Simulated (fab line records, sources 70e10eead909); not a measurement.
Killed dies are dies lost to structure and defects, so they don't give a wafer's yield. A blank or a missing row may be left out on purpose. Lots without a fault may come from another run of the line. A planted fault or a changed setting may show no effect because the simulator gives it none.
A struck lot beside a sound one | flow nand_harc | 14 steps out of a route of 1159
Sound: wafers L716.2, L716.3, L716.4. Struck: wafers L719.1, L719.3, L719.5. The cause comes at the end.
At each step with rows: each side's tool, then ch and its chambers, then its first start. Under that, the readings that differ: sound wafers | struck wafers | difference of the means | sigmas: that difference in standard deviations of wafers without a fault.
alike: readings whose means differ by less than 2 such deviations, and words and numbers that are the same on both sides. not compared: withheld readings, readings that some wafer has no value for, bounds like >300 that may hide the same value, and numbers for which the record gives no deviation and whose values overlap.
The two part at a step that has a row with sigmas, a row that says differs or no value, or rows on one side only. Numbers that don't overlap but have no deviation are shown without sigmas and don't part them. A reading that every wafer of one side lacks parts them only if that side has two wafers or more.

NHARC_A_STAIRCASE_DESCUM_168: chemistry O2, time 3 s.
  sound on rie_diel-06 ch 0,2,3, day 11 21:43; struck on rie_diel-06 ch 0,2,3, day 12 13:23
  alike: drypump_motor_current_A, o2_flow_sccm, oes_product_au, rf_vpp_V, showerhead_plenum_p_Torr, throttle_valve_pct
  not compared: rf_hours_counter_h
NHARC_A_STAIRCASE_ETCH_169: etches the open film in CH3F/O2, target depth 50 nm, time 107.1 s.
  sound on rie_diel-06 ch 0,2,3, day 11 21:49; struck on rie_diel-06 ch 0,1, day 12 13:29
  alike: ch3f_flow_sccm, drypump_motor_current_A, o2_flow_sccm, oes_product_au, rf_vpp_V, showerhead_plenum_p_Torr, throttle_valve_pct
  not compared: rf_hours_counter_h
NHARC_A_STAIRCASE_ETCH_170: etches the open film in C4F6/O2, target depth 200 nm, time 66.667 s.
  sound on rie_diel-06 ch 0,1,3; struck on rie_diel-06 ch 1,2
  alike: drypump_motor_current_A, o2_flow_sccm, oes_product_au, rf_vpp_V, showerhead_plenum_p_Torr, throttle_valve_pct
  not compared: rf_hours_counter_h
NHARC_A_STAIRCASE_STRIP_171: strips in O2.
  sound on plasma_asher-02 ch 0,1, day 11 22:05; struck on plasma_asher-02 ch 1, day 12 13:52
  alike: drypump_motor_current_A, heater_power_w
  not compared: rf_hours_counter_h
then, 8 steps without rows for these wafers: NHARC_A_STAIRCASE_STRIP_172 (strips in SPM, time 900 s); NHARC_A_STAIRCASE_PRECLEAN_173 (cleans in SC1); NHARC_A_STAIRCASE_SRD_174; NHARC_A_STAIRCASE_DEHYDRATE_01 (time 120 s); NHARC_A_STAIRCASE_HMDS_02 (time 30 s); NHARC_A_STAIRCASE_COAT_03; NHARC_A_STAIRCASE_SOFTBAKE_04 (time 170 s); NHARC_A_STAIRCASE_EBR_05.
NHARC_A_STAIRCASE_EXPOSE_06: exposes mask STAIR.
  sound on krf_scanner-04 ch 0, day 11 23:11; struck on krf_scanner-04, day 12 14:58
  no value came back on the struck wafers for exposure_dose_mJ_cm2, focus_offset_nm (nm); on the sound wafers exposure_dose_mJ_cm2 reads 25.463 25.452 25.437
  alike: mask
then, 1 step without rows for these wafers: NHARC_A_STAIRCASE_PEB_07 (peb time 130 s).

WHERE THEY PART
Only at NHARC_A_STAIRCASE_EXPOSE_06, within this record.

WHY: what the simulator had put in
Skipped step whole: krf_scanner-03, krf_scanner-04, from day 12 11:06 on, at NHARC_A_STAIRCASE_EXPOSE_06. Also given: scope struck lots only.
